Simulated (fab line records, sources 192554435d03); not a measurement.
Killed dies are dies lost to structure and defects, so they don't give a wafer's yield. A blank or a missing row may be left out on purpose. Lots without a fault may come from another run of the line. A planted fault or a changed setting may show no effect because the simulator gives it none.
Chamber matching | flow n5_finfet | N5_BEOL_M2_CO_CAP_55 on cvd_co-02: 3 sister chambers
The step material Co, precursor CCTBA/H2, target thk 2 nm, time 102.1 s. 3 wafers are shown with their chamber, then 7 later ones without.

WAFERS WITH THEIR CHAMBER
wafer  | chamber | heater_power_outer_w (W)
L416.3 | 1       | 133
L416.6 | 0       | 124
L424.4 | 2       | 137

WAFERS WITHOUT THEIR CHAMBER
wafer  | heater_power_outer_w (W)
L424.5 | 137
L423.1 | 132
L423.3 | 122
L423.4 | 132
L425.1 | 132
L425.2 | 124
L425.5 | 128

WHICH CHAMBER EACH WENT THROUGH
wafer  | from the rows above     | in truth
L424.5 | 2                       | 2
L423.1 | 1                       | 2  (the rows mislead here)
L423.3 | 0                       | 0
L423.4 | 1                       | 1
L425.1 | 1                       | 1
L425.2 | 0                       | 0
L425.5 | can't be placed: 0 or 1 | 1
Placed correctly: 5 of 7. Can't be placed from these rows: 1 (the true chamber is among the candidates in 1). Placed wrongly: 1.
How it was worked out, from the rows above alone: a wafer's distance from a chamber is the root of the sum, over the readings, of the square of ((its reading less the chamber's mean) divided by the reading's scatter). The wafer belongs to the nearest chamber; if the next one is less than 2 further off, it can't be placed. A chamber's mean is the mean of its shown wafers. The scatter: with one shown wafer a chamber, the root of the mean of the squares of how far each hidden wafer lies from its nearest shown one.
